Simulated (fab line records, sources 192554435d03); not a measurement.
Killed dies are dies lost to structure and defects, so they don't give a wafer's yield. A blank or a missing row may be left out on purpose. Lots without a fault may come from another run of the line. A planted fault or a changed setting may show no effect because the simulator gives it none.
Split-lot experiment | flow n5_finfet | 7 lots, 21 wafers read, on a route of 1938 steps

THE SPLIT
At N5_BEOL_M5_COAT_66 (time 60 s, resist thk 12 nm), the setting spin_rpm was moved away from the recipe's 1500 rpm on 6 of the 21 wafers read, by -10.3% to +9.7%. The other wafers ran this setting at the recipe's value.

The reading is taken at the split's own step.

THE READING
SiARC_of_BEOL_M5_COAT_66.thk_nm (the simulator's own value, which no gauge read), in nm, at N5_BEOL_M5_COAT_66 (time 60 s, resist thk 12 nm). The file gives no usual value for it.

wafer  | tool, chamber at the split | spin_rpm as run, rpm | against the recipe | SiARC_of_BEOL_M5_COAT_66.thk_nm, nm | against lot-mates on the recipe
L078.2 | litho_track-02, 0          | 1640                 | +9.3%              | 11.6                                | -0.4
L078.3 | litho_track-02, 0          | 1640                 | +9.3%              | 11.6                                | -0.4
L078.5 | litho_track-02, 0          | 1500                 | recipe             | 12                                  | -
L085.1 | litho_track-05, 0          | 1500                 | recipe             | 12                                  | -
L085.5 | litho_track-05, 0          | 1500                 | recipe             | 12                                  | -
L085.4 | litho_track-05, 0          | 1346                 | -10.3%             | 12.6                                | +0.6
L086.1 | litho_track-03, 0          | 1500                 | recipe             | 12                                  | -
L086.5 | litho_track-03, 0          | 1500                 | recipe             | 12                                  | -
L086.6 | litho_track-03, 0          | 1597                 | +6.5%              | 11.6                                | -0.4
L092.1 | litho_track-02, 0          | 1500                 | recipe             | 12                                  | -
L092.4 | litho_track-02, 0          | 1500                 | recipe             | 12                                  | -
L092.6 | litho_track-02, 0          | 1500                 | recipe             | 12                                  | -
L093.2 | litho_track-02, 0          | 1500                 | recipe             | 12                                  | -
L093.6 | litho_track-02, 0          | 1500                 | recipe             | 12                                  | -
L093.4 | litho_track-02, 0          | 1645                 | +9.7%              | 11.4                                | -0.6
L094.2 | litho_track-02, 0          | 1500                 | recipe             | 12                                  | -
L094.3 | litho_track-02, 0          | 1500                 | recipe             | 12                                  | -
L094.6 | litho_track-02, 0          | 1349                 | -10.1%             | 12.8                                | +0.8
L096.1 | litho_track-05, 0          | 1500                 | recipe             | 12                                  | -
L096.2 | litho_track-05, 0          | 1500                 | recipe             | 12                                  | -
L096.3 | litho_track-05, 0          | 1500                 | recipe             | 12                                  | -

THE FIT
A straight line over all 21 wafers: SiARC_of_BEOL_M5_COAT_66.thk_nm changes by -0.0588 nm for each +1% of spin_rpm; r = -0.98; the points scatter about the line by 0.065 nm.
The same after taking each lot's own level away (the mean of its wafers on the recipe; 21 wafers): -0.0588 nm for each +1%; r = -0.98; scatter 0.065 nm.
On that fit, the largest move of spin_rpm shifts the reading by 0.6 nm.
The lots' own levels span 12.00 to 12.00 nm.
So the lot-to-lot level changes the slope little: the two slopes agree.
Check: with one of the wafers moved furthest among these (-10.3%) left out of the fit, the line predicts +0.636 nm for it against its lot-mates. It came out at +0.6 nm against them.

OTHER SPLITS ON THESE WAFERS
These wafers also went through other splits before the reading. Each is held against what the fit with the lots' levels taken away leaves over:
other split on the same wafers     | wafers away from the commonest value | r with SiARC_of_BEOL_M5_COAT_66.thk_nm (lot level and that fit taken away)
N5_BEOL_M1_COAT_73 spin_rpm        | 6                                    | -0.06
N5_BEOL_M1_ETCH_64 bias_w          | 7                                    | -0.11
N5_BEOL_M1_COAT_76 spin_rpm        | 9                                    | -0.63
N5_BEOL_M2_COAT_76 spin_rpm        | 6                                    | +0.17
N5_BEOL_M2_ETCH_69 bias_w          | 5                                    | -0.49
N5_BEOL_M2_TRENCH_ETCH_37 source_w | 6                                    | -0.01
N5_BEOL_M3_TRENCH_ETCH_37 source_w | 9                                    | +0.24
N5_BEOL_M3_ETCH_41 target_depth_a  | 11                                   | +0.32
N5_BEOL_M4_TRENCH_ETCH_37 bias_w   | 4                                    | +0.07

THE FILE'S OWN FIT
SiARC_of_BEOL_M5_COAT_66.thk_nm changes by -0.0614 nm for each +1% of spin_rpm, r = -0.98.
